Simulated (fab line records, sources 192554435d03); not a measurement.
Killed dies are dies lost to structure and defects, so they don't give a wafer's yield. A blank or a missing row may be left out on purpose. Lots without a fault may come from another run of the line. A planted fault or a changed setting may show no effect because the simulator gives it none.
One fault seen from 2 desks | flow n5_finfet | each desk has only its own numbers; what lay behind them comes last

THE TOOL OWNER'S DESK: ald_sin-03
The tool's own readings at N5_BEOL_M3_ALD_98 (deposits SiO2, target thk 2.5 nm, pulse time 1 s, co reactant pulse time 1 s): means of the sampled wafers that have a number, for each lot that ran on this tool. A lot is out of limits, marked OUT, if its mean lies more than 4 standard deviations from the usual mean; the brackets give that distance.
Columns: A = chamber_pressure_Torr at N5_BEOL_M3_ALD_98, usual 2.000 Torr; B = heater_power_w at N5_BEOL_M3_ALD_98, usual 80 W; C = precursor_pulse_height_rel at N5_BEOL_M3_ALD_98, usual 1.005; D = susceptor_temp_C at N5_BEOL_M3_ALD_98, usual 100.03 C
lot  | first seen here | A     | B  | C     | D
L791 | day 8 18:57     | 2.000 | 74 | 1.019 | 100.04
L799 | day 10 07:16    | 2.003 | 78 | 1.003 | 99.92
L800 | day 10 12:04    | 2.000 | 80 | 1.004 | 99.99
L806 | day 11 23:14    | 2.001 | 80 | 1.003 | 101.72 (+13) OUT
L807 | day 12 16:14    | 1.999 | 80 | 1.012 | 101.75 (+13) OUT
This desk's finding: out of limits on L806, L807; first on L806, day 11 23:14 (susceptor_temp_C at N5_BEOL_M3_ALD_98). In limits: L791, L799, L800.

THE METROLOGY DESK
What the gauges read, lot by lot, whatever tool the lot ran on: means of the sampled wafers that have a number. A lot is out of limits, marked OUT, if its mean lies more than 4 standard deviations from the usual mean; the brackets give that distance. Of its 10 readings 7 are shown: those that lie furthest out on some lot.
Columns: A = DIBL_P at N5_BEOL_M4_RC_MEAS_101, usual 36.7 mV/V; B = IOFF_P at N5_BEOL_M4_RC_MEAS_101, usual 0.22 nA/um; C = ION_N at N5_BEOL_M4_RC_MEAS_101, usual 672 uA/um; D = ION_P at N5_BEOL_M4_RC_MEAS_101, usual 462 uA/um; E = SS_N at N5_BEOL_M4_RC_MEAS_101, usual 71.6 mV/dec; F = VT_N at N5_BEOL_M4_RC_MEAS_101, usual 250 mV; G = VT_P at N5_BEOL_M4_RC_MEAS_101, usual -250 mV
lot  | first seen here | A    | B    | C   | D   | E    | F   | G
L789 | day 9 11:10     | 37.4 | 0.27 | 670 | 470 | 70.7 | 248 | -245
L791 | day 10 02:23    | 34.8 | 0.21 | 684 | 477 | 70.6 | 251 | -249
L798 | day 11 09:17    | 37.4 | 0.22 | 673 | 463 | 71.3 | 250 | -250
L800 | day 11 14:56    | 35.9 | 0.20 | 663 | 462 | 71.6 | 251 | -251
L799 | day 11 17:17    | 32.9 | 0.16 | 649 | 447 | 71.5 | 256 | -252
L806 | day 13 05:08    | 38.1 | 0.24 | 675 | 465 | 71.7 | 247 | -247
L807 | day 13 13:35    | 37.6 | 0.21 | 684 | 463 | 72.1 | 246 | -252
L809 | day 14 07:06    | 38.7 | 0.24 | 666 | 458 | 71.6 | 253 | -248
L812 | day 14 16:10    | 38.7 | 0.24 | 681 | 465 | 71.9 | 249 | -249
This desk's finding: nothing out of limits on any of the 9 lots.

PUT TOGETHER
The tool owner's desk could have raised an alarm at day 11 23:14, on L806, L807.
The metrology desk saw nothing out of limits.
The metrology desk has L806, L807 on record, within its limits.
Of the lots named, all ran N5_BEOL_M3_ALD_98 on ald_sin-03.

WHAT THE SIMULATOR HAD PUT IN
Process parameter drift: ald_sin-03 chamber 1, from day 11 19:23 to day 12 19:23, at N5_BEOL_M3_ALD_98. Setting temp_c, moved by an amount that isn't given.
Lots struck among those shown: L806, L807.
Hours from the fault's start to each desk's first reading out of limits: the tool owner's desk, 4.
